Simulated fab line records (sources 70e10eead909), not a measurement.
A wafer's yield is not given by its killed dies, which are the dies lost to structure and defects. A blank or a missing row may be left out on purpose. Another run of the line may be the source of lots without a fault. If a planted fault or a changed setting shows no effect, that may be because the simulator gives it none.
A lot that was struck, set against a sound lot / flow nand-harc / 33 out of 1302 route steps
Sound: the wafers L316.1, L316.2, L316.4. Struck: wafers L330.3, L330.4, L330.5. The cause is named last.
Order at every step that has rows: each side's tool, ch and its chambers, its first start. Under that, the readings that differ: sound wafers / struck wafers / difference of the means / sigmas: that difference in standard deviations of wafers without a fault.
alike: readings with means less than 2 such deviations apart, plus words and numbers identical on both sides. not compared: withheld readings, readings lacking a value on some wafer, bounds such as >300 that could conceal the same value, and numbers that have no deviation in the record and whose values overlap.
A row with sigmas, a row that says differs or no value, or rows on one side alone: a step with any of these is where the two part. Numbers that don't overlap but have no deviation are shown without sigmas and don't part them. A reading missing from all wafers of one side parts the sides only when that side holds two or more wafers.

first, 3 steps without rows for these wafers: NHARC_A_CONTACT_ETCH_126 (etches the open film in C4F8/O2/Ar, time 197 s, target depth 1918 nm); NHARC_A_CONTACT_ETCH_127 (etches the open film in C4F8/O2/Ar, time 197 s, target depth 1918 nm); NHARC_A_CONTACT_ETCH_128 (etches the open film in C4F8/O2/Ar, time 197 s, target depth 1918 nm).
NHARC_A_CONTACT_ETCH_129: etches the open film in C4F8/O2/Ar, time 197 s, target depth 1918 nm.
  sound on har-cap-etch-02 ch 0,1, day 22 22:19; struck on har-cap-etch-02 ch 0,1, day 27 21:05
  alike: chamber-pressure-mTorr
  not compared: rf-hours-counter-h
NHARC_A_CONTACT_ETCH_130: etches the open film in C4F8/O2/Ar, time 197 s, target depth 1918 nm.
  sound on har-cap-etch-02 ch 0,1, day 22 22:30; struck on har-cap-etch-02 ch 0,1, day 27 21:15
  alike: chamber-pressure-mTorr
  not compared: rf-hours-counter-h
NHARC_A_CONTACT_ETCH_131: etches the open film in C4F8/O2/Ar, time 197 s, target depth 1918 nm.
  sound on har-cap-etch-02 ch 0,1, day 22 22:40; struck on har-cap-etch-02 ch 0,1, day 27 21:25
  alike: chamber-pressure-mTorr
  not compared: rf-hours-counter-h
then, 1 step without rows for these wafers: NHARC_A_CONTACT_ETCH_132 (etches the open film in C4F8/O2/Ar, time 197 s, target depth 1924 nm).
NHARC_A_CONTACT_ETCH_133: etches the open film in C4F8/O2/Ar, time 374 s, target depth 1610 nm.
  sound on har-cap-etch-02 ch 0,1, day 22 23:02; struck on har-cap-etch-02 ch 0,1, day 27 21:52
  alike: chamber-pressure-mTorr
  not compared: rf-hours-counter-h
then, 2 steps without rows for these wafers: NHARC_A_CONTACT_ETCH_91 (etches the open film in CH3F/O2, target depth 40 nm, time 85.7 s); NHARC_A_CONTACT_ETCH_97 (etches the open film in C4F6/O2, target depth 20 nm, time 10 s).
NHARC_A_CONTACT_CD_MEAS_80:
  struck on cd-sem-01, day 27 22:44; sound on cd-sem-02, day 23 00:02
  alike: cd-nm
then, 1 step without rows for these wafers: NHARC_A_CONTACT_STRIP_103 (strips in N2/H2).
NHARC_A_CONTACT_STRIP_104: strips in CF4/CHF3.
  sound on rie-diel-08 ch 1,2,3, day 23 00:12; struck on rie-diel-08 ch 0,1,3, day 27 22:53
then, 16 steps without rows for these wafers: NHARC_A_CONTACT_STRIP_105 (strips in O2/COS); NHARC_A_CONTACT_ETCH_106 (etches the open film in CF4/O2, target depth 90 nm, overetch 9 nm, time 49.5 s); NHARC_A_CONTACT_STRIP_82 (strips in O2); NHARC_A_CONTACT_STRIP_83 (strips in post etch residue remover, time 600 s); NHARC_A_CONTACT_DEP_84 (deposits aC, target thk 2800 nm); NHARC_A_CONTACT_DEP_85 (deposits SiON, target thk 60 nm); NHARC_A_CONTACT_DEHYDRATE_00 (time 120 s); NHARC_A_CONTACT_HMDS_01 (time 30 s); NHARC_A_CONTACT_COAT_86 (time 75 s); NHARC_A_CONTACT_COAT_87 (time 65 s); NHARC_A_CONTACT_COAT_02 (resist thk 90 nm); NHARC_A_CONTACT_SOFTBAKE_03 (time 55 s); NHARC_A_CONTACT_EBR_04; NHARC_A_CONTACT_EXPOSE_05 (exposes mask A CC); NHARC_A_CONTACT_PEB_06 (peb time 65 s); NHARC_A_CONTACT_DEVELOP_07 (develop time 35 s).
NHARC_A_CONTACT_CD_MEAS_08 targets a cd of 200 nm.
  sound on cd-sem-03 ch 0, day 23 03:17; struck on cd-sem-03 ch 0, day 28 02:11
reading=cd-nm (nm); sound=199.2 199.3 200.0; struck=200.9 200.3 200.9; difference=+1.2; sigmas=+2
NHARC_A_CONTACT_OVL_MEAS_09:
  struck on overlay-01, day 28 02:16; sound on overlay-02, day 23 03:23
  alike: overlay-x-nm, overlay-y-nm
NHARC_A_CONTACT_DESCUM_13: chemistry O2, time 3 s.
  sound on rie-diel-08 ch 0,2,3, day 23 03:29; struck on rie-diel-08 ch 0,2,3, day 28 11:21
reading=hold; sound=- - -; struck=await-dispo/8.8h/release await-dispo/8.8h/release await-dispo/8.8h/release; difference=no value on the sound wafers; sigmas=
  alike: chamber-pressure-mTorr, drypump-motor-current-A, oes-product-au, rf-vpp-V, showerhead-plenum-p-Torr, throttle-valve-pct
  not compared: rf-hours-counter-h
-- jump in the record: it breaks off in module A_CONTACT and resumes in module END (first step shown: number 1302 of the route), and 3 days separate the struck wafers' starts before and after --
NHARC_END_SORT_01:
  at this point the record logs the struck wafers (prober-02 ch 0, day 31 14:20) and has no rows for the sound ones

== WHERE THEY PART ==
First at NHARC_A_CONTACT_CD_MEAS_08; last, within this record, at NHARC_END_SORT_01.

WHY: what had been put in by the simulator
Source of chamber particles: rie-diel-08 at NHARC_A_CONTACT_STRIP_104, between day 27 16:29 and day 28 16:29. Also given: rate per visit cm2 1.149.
